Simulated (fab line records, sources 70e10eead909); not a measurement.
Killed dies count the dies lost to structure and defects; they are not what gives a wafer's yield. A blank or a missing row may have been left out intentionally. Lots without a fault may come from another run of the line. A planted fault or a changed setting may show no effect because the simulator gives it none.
Which tool did it? | flow nand harc | Sampling: 21 lots, 63 wafers, 6 of 1302 route steps

WHAT THE GAUGES READ, wafer by wafer
No reading from a measuring or inspecting step in the record can be judged against a usual standard deviation.

EACH LOT AND THE TOOL THAT RAN IT (in order: tool; ch and the chambers of the sampled wafers; start)
lot  | NHARC_A_CHANNEL_FILL_D2_ALD_15                 | NHARC_A_STAIRCASE_DESCUM_168       | NHARC_A_STAIRCASE_TRIM_12          | NHARC_A_STAIRCASE_TRIM_16                     | NHARC_A_STAIRCASE_ETCH_17                     | NHARC_A_STAIRCASE_TRIM_187
L074 | ald sin batch-02 ch 0, day 15 07:09 or earlier | rie diel-08 ch 1,2,3, day 15 07:09 | rie diel-08 ch 0,1, day 15 09:11   | rie diel-08 ch 0,1, day 15 14:22 or earlier   | rie diel-08 ch 1,2, day 15 14:22 or earlier   | rie diel-04 ch 2,3, day 15 14:22
L076 | ald sin batch-03 ch 0, day 16 10:17 or earlier | rie diel-04 ch 1,2, day 16 10:17   | rie diel-04 ch 0,1,2, day 16 12:18 | rie diel-04 ch 0,1, day 16 18:11 or earlier   | rie diel-04 ch 0,1, day 16 18:11 or earlier   | rie diel-04 ch 2,3, day 16 18:11
L077 | ald sin batch-02 ch 0, day 17 02:44 or earlier | rie diel-13 ch 0,3, day 17 02:44   | rie diel-08 ch 0,1,3, day 17 04:40 | rie diel-08 ch 1,2,3, day 17 08:20 or earlier | rie diel-08 ch 1,2,3, day 17 08:20 or earlier | rie diel-04 ch 0,2, day 17 08:20
L078 | ald sin batch-02 ch 0, day 17 02:54 or earlier | rie diel-08 ch 1,2,3, day 17 02:54 | rie diel-04 ch 1,2,3, day 17 04:50 | rie diel-04 ch 0,2,3, day 17 09:02 or earlier | rie diel-04 ch 0,1,2, day 17 09:02 or earlier | rie diel-04 ch 1,2,3, day 17 09:02
L079 | ald sin batch-02 ch 0, day 17 13:33 or earlier | rie diel-04 ch 0,3, day 17 13:33   | rie diel-08 ch 1,2,3, day 17 16:00 | rie diel-08 ch 0,3, day 17 20:16 or earlier   | rie diel-08 ch 1,3, day 17 20:16 or earlier   | rie diel-04 ch 1,2,3, day 17 20:16
L080 | ald sin batch-03 ch 0, day 18 04:08 or earlier | rie diel-08 ch 0,2,3, day 18 04:08 | rie diel-13 ch 0,2,3, day 18 05:57 | rie diel-13 ch 1,2,3, day 18 09:37 or earlier | rie diel-13 ch 0,1,2, day 18 09:37 or earlier | rie diel-13 ch 2,3, day 18 09:37
L082 | ald sin batch-03 ch 0, day 19 02:02 or earlier | rie diel-04 ch 0,2,3, day 19 02:02 | rie diel-04 ch 0,1,3, day 19 04:08 | rie diel-04 ch 0,2, day 19 07:53 or earlier   | rie diel-04 ch 2,3, day 19 07:53 or earlier   | rie diel-13 ch 0,1, day 19 07:53
L083 | ald sin batch-02 ch 0, day 20 03:47 or earlier | rie diel-13 ch 1,2,3, day 20 03:47 | rie diel-04 ch 0,1,2, day 20 05:42 | rie diel-04 ch 0,2,3, day 20 10:15 or earlier | rie diel-04 ch 0,1,2, day 20 10:15 or earlier | rie diel-13 ch 0,1,3, day 20 10:15
L084 | ald sin batch-03 ch 0, day 20 07:59 or earlier | rie diel-08 ch 0,1,2, day 20 07:59 | rie diel-04 ch 0,1,3, day 20 09:53 | rie diel-04 ch 0,2,3, day 20 13:43 or earlier | rie diel-04 ch 0,2,3, day 20 13:43 or earlier | rie diel-08 ch 0,3, day 20 13:43
L086 | ald sin batch-03 ch 0, day 20 07:50 or earlier | rie diel-13 ch 1,2,3, day 20 07:50 | rie diel-08 ch 1,3, day 20 09:44   | rie diel-08 ch 0,3, day 20 14:01 or earlier   | rie diel-08 ch 0,3, day 20 14:01 or earlier   | rie diel-04 ch 0,1, day 20 14:01
L085 | ald sin batch-01 ch 0, day 20 12:23 or earlier | rie diel-13 ch 0,1, day 20 12:23   | rie diel-04 ch 0,2,3, day 20 14:23 | rie diel-04 ch 1,3, day 20 18:06 or earlier   | rie diel-04 ch 0,3, day 20 18:06 or earlier   | rie diel-04 ch 0,3, day 20 18:06
L087 | ald sin batch-03 ch 0, day 21 08:47 or earlier | rie diel-04 ch 2,3, day 21 08:47   | rie diel-08 ch 0,1,3, day 21 10:44 | rie diel-08 ch 0,1, day 21 14:31 or earlier   | rie diel-08 ch 0,1,3, day 21 14:31 or earlier | rie diel-08 ch 0,1,2, day 21 14:31
L088 | ald sin batch-02 ch 0, day 21 14:26 or earlier | rie diel-13 ch 0,2,3, day 21 14:26 | rie diel-13 ch 0,3, day 21 16:20   | rie diel-13 ch 1,2, day 21 20:21 or earlier   | rie diel-13 ch 0,1, day 21 20:21 or earlier   | rie diel-04 ch 0,1,2, day 21 20:21
L089 | ald sin batch-02 ch 0, day 22 00:39 or earlier | rie diel-13 ch 0,2, day 22 00:39   | rie diel-08 ch 2,3, day 22 02:49   | rie diel-08 ch 0,1,2, day 22 06:46 or earlier | rie diel-08 ch 0,1, day 22 06:46 or earlier   | rie diel-13 ch 0,1,3, day 22 06:46
L090 | ald sin batch-02 ch 0, day 22 09:50 or earlier | rie diel-08 ch 0,3, day 22 09:50   | rie diel-08 ch 0,2, day 22 11:38   | rie diel-08 ch 1,2, day 22 15:32 or earlier   | rie diel-08 ch 0,2,3, day 22 15:32 or earlier | rie diel-08 ch 1,3, day 22 15:32
L091 | ald sin batch-02 ch 0, day 22 09:59 or earlier | rie diel-08 ch 1,2,3, day 22 09:59 | rie diel-08 ch 1,2,3, day 22 11:58 | rie diel-08 ch 0,2,3, day 22 15:46 or earlier | rie diel-08 ch 0,1,3, day 22 15:46 or earlier | rie diel-08 ch 1,2,3, day 22 15:46
L092 | ald sin batch-01 ch 0, day 23 14:15 or earlier | rie diel-08 ch 1,2,3, day 23 14:15 | rie diel-08 ch 0,2,3, day 23 16:12 | rie diel-08 ch 0,1,3, day 24 01:10 or earlier | rie diel-08 ch 0,1, day 24 01:10 or earlier   | rie diel-04 ch 0,1,2, day 24 01:10
L093 | ald sin batch-02 ch 0, day 23 20:00 or earlier | rie diel-13 ch 0,1, day 23 20:00   | rie diel-13 ch 2,3, day 23 22:15   | rie diel-13 ch 0,2,3, day 24 03:25 or earlier | rie diel-13 ch 2,3, day 24 03:25 or earlier   | rie diel-04 ch 0,2,3, day 24 03:25
L094 | ald sin batch-02 ch 0, day 24 04:24 or earlier | rie diel-13 ch 0,3, day 24 04:24   | rie diel-04 ch 1,2,3, day 24 06:14 | rie diel-04 ch 0,2,3, day 24 09:55 or earlier | rie diel-04 ch 0,3, day 24 09:55 or earlier   | rie diel-04 ch 1,2,3, day 24 09:55
L095 | ald sin batch-02 ch 0, day 24 11:08 or earlier | rie diel-04 ch 1,2,3, day 24 11:08 | rie diel-13 ch 0,2,3, day 24 12:56 | rie diel-13 ch 0,1,2, day 24 16:52 or earlier | rie diel-13 ch 1,2,3, day 24 16:52 or earlier | rie diel-04 ch 0,1,3, day 24 16:52
L097 | ald sin batch-01 ch 0, day 23 16:10            | rie diel-13 ch 1,3, day 25 07:46   | rie diel-08 ch 1,2,3, day 25 09:56 | rie diel-08 ch 2,3, day 25 13:53 or earlier   | rie diel-08 ch 0,2, day 25 13:53 or earlier   | rie diel-13 ch 1,2, day 25 13:53
- NHARC_A_CHANNEL_FILL_D2_ALD_15: deposits SiNx, target thk 2 nm, pulse time 60 s, ald cycles 19.
- NHARC_A_STAIRCASE_DESCUM_168: chemistry O2, time 3 s.
- NHARC_A_STAIRCASE_TRIM_12: chemistry O2, time 211.2 s.
- NHARC_A_STAIRCASE_TRIM_16: chemistry O2, time 211.2 s.
- NHARC_A_STAIRCASE_ETCH_17: etches the open film in C4F8/O2, target depth 100 nm, time 40.5 s.
- NHARC_A_STAIRCASE_TRIM_187: chemistry O2, time 211.2 s.

WHAT THE TOOLS THEMSELVES READ (means of the sampled wafers that have a number; where no wafer has one, the mark that the record gives instead)
NHARC_A_CHANNEL_FILL_D2_ALD_15. Usual: precursor pulse height rel at 1.003, with a standard deviation of 0.021.
lot  | tool             | precursor pulse height rel | flag
L074 | ald sin batch-02 | 1.007                      |
L076 | ald sin batch-03 | 0.997                      |
L077 | ald sin batch-02 | 1.000                      |
L078 | ald sin batch-02 | 1.029                      |
L079 | ald sin batch-02 | 1.010                      |
L080 | ald sin batch-03 | 0.984                      |
L082 | ald sin batch-03 | 1.014                      |
L083 | ald sin batch-02 | 1.019                      |
L084 | ald sin batch-03 | 1.020                      |
L086 | ald sin batch-03 | 1.022                      |
L085 | ald sin batch-01 | 1.011                      |
L087 | ald sin batch-03 | 0.997                      |
L088 | ald sin batch-02 | 0.998                      |
L089 | ald sin batch-02 | 1.008                      |
L090 | ald sin batch-02 | 1.007                      |
L091 | ald sin batch-02 | 0.986                      |
L092 | ald sin batch-01 | 1.004                      |
L093 | ald sin batch-02 | 0.992                      |
L094 | ald sin batch-02 | 0.994                      |
L095 | ald sin batch-02 | 1.007                      |
L097 | ald sin batch-01 | 0.998                      |

NHARC_A_STAIRCASE_DESCUM_168. Usual: drypump motor current A 5.8 A, standard deviation 0.43; o2 flow sccm 200.0 sccm, standard deviation 0.57; oes product au 0.999 a.u., standard deviation 0.011; rf vpp V 57.8 V, standard deviation 0.86; showerhead plenum p Torr 1.93 Torr, standard deviation 0.089; throttle valve pct 11.311 %, standard deviation 0.009.
lot  | tool        | drypump motor current A (A) | o2 flow sccm (sccm) | oes product au (a.u.) | rf vpp V (V) | showerhead plenum p Torr (Torr) | throttle valve pct (%) | flag
L074 | rie diel-08 | 5.6                         | 199.9               | 0.998                 | 58.7         | 1.89                            | 11.312                 |
L076 | rie diel-04 | 5.2                         | 199.4               | 0.990                 | 57.4         | 2.04                            | 11.312                 |
L077 | rie diel-13 | 6.1                         | 200.2               | 1.006                 | 57.0         | 1.83                            | 11.321                 |
L078 | rie diel-08 | 5.6                         | 200.3               | 1.005                 | 57.5         | 1.88                            | 11.311                 |
L079 | rie diel-04 | 6.3                         | 200.1               | 1.001                 | 57.2         | 1.90                            | 11.310                 |
L080 | rie diel-08 | 5.5                         | 200.3               | 0.997                 | 58.1         | 1.89                            | 11.316                 |
L082 | rie diel-04 | 6.2                         | 199.8               | 0.993                 | 57.9         | 1.97                            | 11.309                 |
L083 | rie diel-13 | 6.0                         | 199.9               | 1.001                 | 57.9         | 1.92                            | 11.312                 |
L084 | rie diel-08 | 5.6                         | 200.1               | 0.999                 | 58.2         | 1.91                            | 11.308                 |
L086 | rie diel-13 | 6.0                         | 200.1               | 0.999                 | 56.9         | 1.92                            | 11.312                 |
L085 | rie diel-13 | 5.6                         | 200.0               | 0.996                 | 57.9         | 1.99                            | 11.315                 |
L087 | rie diel-04 | 6.2                         | 199.7               | 1.000                 | 58.0         | 1.92                            | 11.317                 |
L088 | rie diel-13 | 6.1                         | 199.8               | 1.006                 | 57.0         | 1.84                            | 11.316                 |
L089 | rie diel-13 | 5.9                         | 200.3               | 0.998                 | 58.1         | 1.86                            | 11.301                 |
L090 | rie diel-08 | 5.5                         | 199.5               | 0.997                 | 57.5         | 1.85                            | 11.313                 |
L091 | rie diel-08 | 5.6                         | 199.8               | 0.996                 | 57.2         | 1.87                            | 11.304                 |
L092 | rie diel-08 | 5.6                         | 199.7               | 0.998                 | 57.7         | 1.87                            | 11.309                 |
L093 | rie diel-13 | 5.6                         | 200.4               | 0.999                 | 57.5         | 1.98                            | 11.306                 |
L094 | rie diel-13 | 6.1                         | 199.5               | 0.998                 | 56.7         | 1.81                            | 11.314                 |
L095 | rie diel-04 | 5.7                         | 200.2               | 1.001                 | 58.2         | 1.97                            | 11.317                 |
L097 | rie diel-13 | 5.9                         | 200.6               | 0.990                 | 58.6         | 1.96                            | 11.318                 |

NHARC_A_STAIRCASE_TRIM_12. Usual: drypump motor current A 5.8 A, standard deviation 0.43; o2 flow sccm 499.9 sccm, standard deviation 1.6; oes product au 1.001 a.u., standard deviation 0.011; rf vpp V 57.9 V, standard deviation 0.96; showerhead plenum p Torr 3.52 Torr, standard deviation 0.14; throttle valve pct 17.037 %, standard deviation 0.0099.
lot  | tool        | drypump motor current A (A) | o2 flow sccm (sccm) | oes product au (a.u.) | rf vpp V (V) | showerhead plenum p Torr (Torr) | throttle valve pct (%) | flag
L074 | rie diel-08 | 5.7                         | 500.0               | 0.993                 | 58.2         | 3.55                            | 17.035                 |
L076 | rie diel-04 | 5.6                         | 500.0               | 0.990                 | 58.0         | 3.72                            | 17.037                 |
L077 | rie diel-08 | 5.6                         | 500.6               | 1.003                 | 57.7         | 3.49                            | 17.036                 |
L078 | rie diel-04 | 5.8                         | 501.1               | 0.993                 | 58.2         | 3.65                            | 17.045                 |
L079 | rie diel-08 | 5.6                         | 500.8               | 1.007                 | 57.6         | 3.47                            | 17.044                 |
L080 | rie diel-13 | 6.1                         | 500.6               | 1.001                 | 58.0         | 3.42                            | 17.042                 |
L082 | rie diel-04 | 5.8                         | 499.1               | 0.997                 | 56.9         | 3.59                            | 17.037                 |
L083 | rie diel-04 | 5.6                         | 500.0               | 0.995                 | 59.0         | 3.71                            | 17.036                 |
L084 | rie diel-04 | 5.8                         | 499.0               | 0.989                 | 58.2         | 3.58                            | 17.031                 |
L086 | rie diel-08 | 5.6                         | 500.0               | 1.010                 | 57.7         | 3.41                            | 17.044                 |
L085 | rie diel-04 | 6.2                         | 501.4               | 0.994                 | 57.3         | 3.61                            | 17.049                 |
L087 | rie diel-08 | 5.6                         | 500.5               | 0.999                 | 57.4         | 3.47                            | 17.038                 |
L088 | rie diel-13 | 6.3                         | 501.8               | 0.998                 | 57.0         | 3.33                            | 17.028                 |
L089 | rie diel-08 | 5.5                         | 499.8               | 1.006                 | 56.7         | 3.42                            | 17.029                 |
L090 | rie diel-08 | 5.5                         | 500.3               | 1.003                 | 57.8         | 3.52                            | 17.039                 |
L091 | rie diel-08 | 5.6                         | 498.8               | 1.007                 | 58.0         | 3.45                            | 17.036                 |
L092 | rie diel-08 | 5.5                         | 500.0               | 1.004                 | 56.7         | 3.47                            | 17.042                 |
L093 | rie diel-13 | 6.4                         | 500.2               | 1.004                 | 57.9         | 3.37                            | 17.046                 |
L094 | rie diel-04 | 5.7                         | 500.2               | 1.014                 | 58.4         | 3.62                            | 17.037                 |
L095 | rie diel-13 | 6.1                         | 499.5               | 1.005                 | 56.7         | 3.40                            | 17.036                 |
L097 | rie diel-08 | 5.6                         | 499.6               | 1.002                 | 58.1         | 3.44                            | 17.030                 |

NHARC_A_STAIRCASE_TRIM_16. Usual: drypump motor current A 5.7 A, standard deviation 0.43; o2 flow sccm 500.1 sccm, standard deviation 1.7; oes product au 1.002 a.u., standard deviation 0.0099; rf vpp V 57.7 V, standard deviation 0.89; showerhead plenum p Torr 3.53 Torr, standard deviation 0.14; throttle valve pct 17.038 %, standard deviation 0.0084.
lot  | tool        | drypump motor current A (A) | o2 flow sccm (sccm) | oes product au (a.u.) | rf vpp V (V) | showerhead plenum p Torr (Torr) | throttle valve pct (%) | flag
L074 | rie diel-08 | 5.8                         | 500.4               | 1.002                 | 57.1         | 3.52                            | 17.038                 |
L076 | rie diel-04 | 5.2                         | 499.8               | 0.991                 | 58.5         | 3.69                            | 17.038                 |
L077 | rie diel-08 | 5.6                         | 499.8               | 1.015                 | 57.7         | 3.47                            | 17.043                 |
L078 | rie diel-04 | 6.2                         | 499.1               | 1.010                 | 57.2         | 3.63                            | 17.042                 |
L079 | rie diel-08 | 5.5                         | 499.6               | 1.001                 | 57.6         | 3.50                            | 17.032                 |
L080 | rie diel-13 | 6.0                         | 499.0               | 1.014                 | 58.3         | 3.55                            | 17.042                 |
L082 | rie diel-04 | 6.0                         | 499.5               | 0.996                 | 57.4         | 3.75                            | 17.040                 |
L083 | rie diel-04 | 6.2                         | 500.4               | 0.997                 | 58.1         | 3.62                            | 17.038                 |
L084 | rie diel-04 | 6.2                         | 501.0               | 1.001                 | 58.1         | 3.61                            | 17.036                 |
L086 | rie diel-08 | 5.5                         | 499.8               | 1.006                 | 58.3         | 3.50                            | 17.041                 |
L085 | rie diel-04 | 5.9                         | 500.3               | 0.997                 | 57.8         | 3.51                            | 17.039                 |
L087 | rie diel-08 | 5.7                         | 500.9               | 1.000                 | 57.8         | 3.53                            | 17.029                 |
L088 | rie diel-13 | 5.6                         | 500.2               | 1.012                 | 57.8         | 3.70                            | 17.039                 |
L089 | rie diel-08 | 5.6                         | 498.7               | 1.005                 | 57.5         | 3.51                            | 17.039                 |
L090 | rie diel-08 | 5.7                         | 499.6               | 1.002                 | 57.5         | 3.48                            | 17.036                 |
L091 | rie diel-08 | 5.5                         | 499.8               | 1.000                 | 57.8         | 3.47                            | 17.033                 |
L092 | rie diel-08 | 5.6                         | 501.1               | 0.998                 | 57.3         | 3.46                            | 17.040                 |
L093 | rie diel-13 | 6.1                         | 499.1               | 1.003                 | 56.7         | 3.40                            | 17.038                 |
L094 | rie diel-04 | 6.1                         | 501.1               | 0.996                 | 58.7         | 3.60                            | 17.047                 |
L095 | rie diel-13 | 5.8                         | 501.3               | 1.000                 | 58.5         | 3.56                            | 17.044                 |
L097 | rie diel-08 | 5.5                         | 498.0               | 1.012                 | 57.3         | 3.45                            | 17.047                 |

NHARC_A_STAIRCASE_ETCH_17. Usual: oes product au 0.941 a.u., standard deviation 0.011; rf vpp V 896 V, standard deviation 5.
lot  | tool        | oes product au (a.u.) | rf vpp V (V) | flag
L074 | rie diel-08 | 0.942                 | 896          |
L076 | rie diel-04 | 0.925                 | 901          |
L077 | rie diel-08 | 0.946                 | 894          |
L078 | rie diel-04 | 0.928                 | 902          |
L079 | rie diel-08 | 0.942                 | 893          |
L080 | rie diel-13 | 0.940                 | 898          |
L082 | rie diel-04 | 0.947                 | 902          |
L083 | rie diel-04 | 0.948                 | 903          |
L084 | rie diel-04 | 0.941                 | 898          |
L086 | rie diel-08 | 0.947                 | 894          |
L085 | rie diel-04 | 0.943                 | 894          |
L087 | rie diel-08 | 0.947                 | 894          |
L088 | rie diel-13 | 0.941                 | 896          |
L089 | rie diel-08 | 0.947                 | 895          |
L090 | rie diel-08 | 0.941                 | 893          |
L091 | rie diel-08 | 0.947                 | 894          |
L092 | rie diel-08 | 0.938                 | 896          |
L093 | rie diel-13 | 0.955                 | 892          |
L094 | rie diel-04 | 0.937                 | 894          |
L095 | rie diel-13 | 0.945                 | 896          |
L097 | rie diel-08 | 0.952                 | 896          |

NHARC_A_STAIRCASE_TRIM_187. Usual: drypump motor current A 5.9 A, standard deviation 0.49; o2 flow sccm 500.0 sccm, standard deviation 1.3; oes product au 0.998 a.u., standard deviation 0.011; rf vpp V 57.9 V, standard deviation 0.88; showerhead plenum p Torr 3.56 Torr, standard deviation 0.16; throttle valve pct 17.036 %, standard deviation 0.0086.
lot  | tool        | drypump motor current A (A) | o2 flow sccm (sccm) | oes product au (a.u.) | rf vpp V (V) | showerhead plenum p Torr (Torr) | throttle valve pct (%) | flag
L074 | rie diel-04 | 6.3                         | 501.3               | 1.002                 | 57.8         | 3.38                            | 17.042                 |
L076 | rie diel-04 | 6.3                         | 499.6               | 1.006                 | 57.4         | 3.56                            | 17.036                 |
L077 | rie diel-04 | 6.1                         | 500.1               | 0.999                 | 57.7         | 3.76                            | 17.042                 |
L078 | rie diel-04 | 5.7                         | 499.0               | 1.005                 | 58.1         | 3.65                            | 17.037                 |
L079 | rie diel-04 | 5.7                         | 500.0               | 1.000                 | 57.6         | 3.64                            | 17.031                 |
L080 | rie diel-13 | 6.1                         | 499.3               | 1.019                 | 57.5         | 3.47                            | 17.037                 |
L082 | rie diel-13 | 5.6                         | 501.5               | 0.994                 | 58.5         | 3.66                            | 17.034                 |
L083 | rie diel-13 | 6.0                         | 500.3               | 0.996                 | 57.5         | 3.50                            | 17.044                 |
L084 | rie diel-08 | 5.6                         | 500.4               | 0.997                 | 58.0         | 3.49                            | 17.027                 |
L086 | rie diel-04 | 5.2                         | 498.7               | 0.989                 | 57.8         | 3.67                            | 17.040                 |
L085 | rie diel-04 | 6.3                         | 499.7               | 1.000                 | 56.8         | 3.49                            | 17.034                 |
L087 | rie diel-08 | 5.7                         | 499.8               | 1.007                 | 58.2         | 3.52                            | 17.031                 |
L088 | rie diel-04 | 5.6                         | 501.7               | 1.000                 | 58.1         | 3.70                            | 17.035                 |
L089 | rie diel-13 | 6.0                         | 499.8               | 0.989                 | 58.0         | 3.49                            | 17.033                 |
L090 | rie diel-08 | 5.8                         | 499.5               | 1.005                 | 57.7         | 3.44                            | 17.038                 |
L091 | rie diel-08 | 5.6                         | 499.8               | 1.007                 | 56.7         | 3.45                            | 17.030                 |
L092 | rie diel-04 | 5.6                         | 500.0               | 0.996                 | 58.0         | 3.69                            | 17.033                 |
L093 | rie diel-04 | 6.2                         | 500.2               | 0.995                 | 58.0         | 3.60                            | 17.038                 |
L094 | rie diel-04 | 5.7                         | 499.0               | 0.997                 | 58.0         | 3.62                            | 17.031                 |
L095 | rie diel-04 | 5.8                         | 501.2               | 0.985                 | 58.0         | 3.57                            | 17.044                 |
L097 | rie diel-13 | 5.6                         | 501.2               | 1.001                 | 58.9         | 3.68                            | 17.039                 |

THE ANSWER, worked out from the rows above alone
Rule: lot off if the mean of its wafers having a number is beyond 3 standard deviations from the usual mean. Also off: a lot with no number at a reading for which 4 or more lots have one. Where the step has rows for the other lots, those lots are counted as sound. First the gauges in route order, then the tools' own readings, where a lot's mean is used as printed above. The first step at which some lot is off is used, and at that step the reading that is off furthest; a lot without a number counts as furthest.
Across all readings shown, no lot is off: no conclusion can be drawn from this.

WHAT HAD BEEN PUT IN BY THE SIMULATOR
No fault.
